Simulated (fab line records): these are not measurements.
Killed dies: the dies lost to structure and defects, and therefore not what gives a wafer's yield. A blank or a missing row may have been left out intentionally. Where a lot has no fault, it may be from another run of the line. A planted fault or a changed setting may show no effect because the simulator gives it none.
Comparing a struck lot with a sound one + flow n5_finfet + 16 steps out of a route of 1938
Sound: these wafers, L731.3, L731.5, L731.6. Struck: wafer L747.4. (L747.1, L747.2 of the same lot were not struck and are left out.) The cause comes at the end.
For every step that has rows: the tool of each side, followed by ch and its chambers, followed by its first start. Under that, the readings that differ: sound wafers + struck wafers + difference of the means + sigmas: that difference in standard deviations of wafers without a fault.
alike: readings whose means differ by less than 2 such deviations, and words and numbers that are the same on both sides. not compared: withheld readings, readings that some wafer has no value for, bounds like >300 that may hide the same value, and numbers for which the record gives no deviation and whose values overlap.
The two part at a step that has a row with sigmas, a row that says differs or no value, or rows on one side only. Non-overlapping numbers with no deviation appear without sigmas and do not part them. A reading missing from all wafers of one side parts the sides only when that side holds two or more wafers.

first, 1 step without rows for these wafers: N5_SD_EPI_N_STRIP_47 (strips in CHF3/O2).
N5_SD_EPI_N_SD_RECESS_17: chemistry HBr/Cl2/O2, target depth 41 nm, time 23.7 s, bt time 3 s.
  sound on rie_si-06 ch 2,3, day 5 00:46; struck on rie_si-04 ch 0, day 8 15:41
  alike: drypump_motor_current_A, oes_product_au, throttle_valve_pct
  not compared: rf_hours_counter_h
N5_SD_EPI_N_STRIP_38: strips in N2/H2.
  sound on plasma_asher-02 ch 0,1, day 5 00:53; struck on plasma_asher-02 ch 0, day 8 15:47
  alike: drypump_motor_current_A, heater_power_w, oes_product_au
  not compared: rf_hours_counter_h
then, 4 steps without rows for these wafers: N5_SD_EPI_N_WET_ETCH_43 (etches SiO2 in dHF, time 14 s, target depth 1.5 nm); N5_SD_EPI_N_STRIP_18 (strips in SPM, time 750 s); N5_SD_EPI_N_SRD_20 (time 30 s); N5_SD_EPI_N_PRECLEAN_48 (cleans in NF3:NH3, afs cycles 2, time 20 s, sublimation time 60 s).
N5_SD_EPI_N_VAPOR_ETCH_50: etches Si in HCl, time 54 s.
  sound on epi_rpcvd-01 ch 0, day 5 01:38; struck on epi_rpcvd-04 ch 0, day 8 16:29
  alike: lamp_inner_pct, susceptor_temp_C, throttle_valve_pct
then, 1 step without rows for these wafers: N5_SD_EPI_N_EPI_21 (deposits Si:P, time 690 s).
N5_SD_EPI_N_EPI_MEAS_23:
  sound: film_metro-01 at day 5 03:29; struck: film_metro-01 at day 8 18:23
  alike: thk_nm
then, 2 steps without rows for these wafers: N5_SD_EPI_N_PRECLEAN_24 (cleans in O3/DIW, time 60 s); N5_SD_EPI_N_SRD_25 (time 30 s).
N5_SD_EPI_N_PRECLEAN_49: cleans in NF3:NH3, afs cycles 1, time 20 s, sublimation time 60 s.
  sound on remote_plasma-02 ch 1, day 5 03:38; struck on remote_plasma-01 ch 1, day 8 18:29
| reading    | sound    | struck | difference | sigmas |
|------------|----------|--------|------------|--------|
| time_s (s) | 20 20 20 | 12.005 | -7.995     |        |
  alike: sublimation_temp_c
N5_SD_EPI_N_LINER_46: material SiNx, target thk 3 nm.
  sound on ald_sin-04 ch 0,3, day 5 03:47; struck on ald_sin-04 ch 3, day 8 18:50
  alike: heater_power_w, susceptor_temp_C
-- the record jumps here: 5 days lie between the struck wafers' starts before and after (it left off in module SD_EPI_N and takes up again in module BEOL_M4, whose first step shown is number 1111 of the route) --
N5_BEOL_M4_RC_MEAS_101:
  sound on prober-01 ch 0, day 10 01:08; struck on prober-02 ch 0, day 13 20:50
  alike: DIBL_N, DIBL_P, IOFF_N, IOFF_P, ION_N, ION_P, SS_N, SS_P, VT_N, VT_P
N5_PASSIVATION_PROBE_49:
  the record holds rows for the sound wafers here (prober-01, day 14 10:59) but none for the struck ones

WHERE THEY PART
Only at N5_PASSIVATION_PROBE_49, within this record.

WHY: what the simulator had put in
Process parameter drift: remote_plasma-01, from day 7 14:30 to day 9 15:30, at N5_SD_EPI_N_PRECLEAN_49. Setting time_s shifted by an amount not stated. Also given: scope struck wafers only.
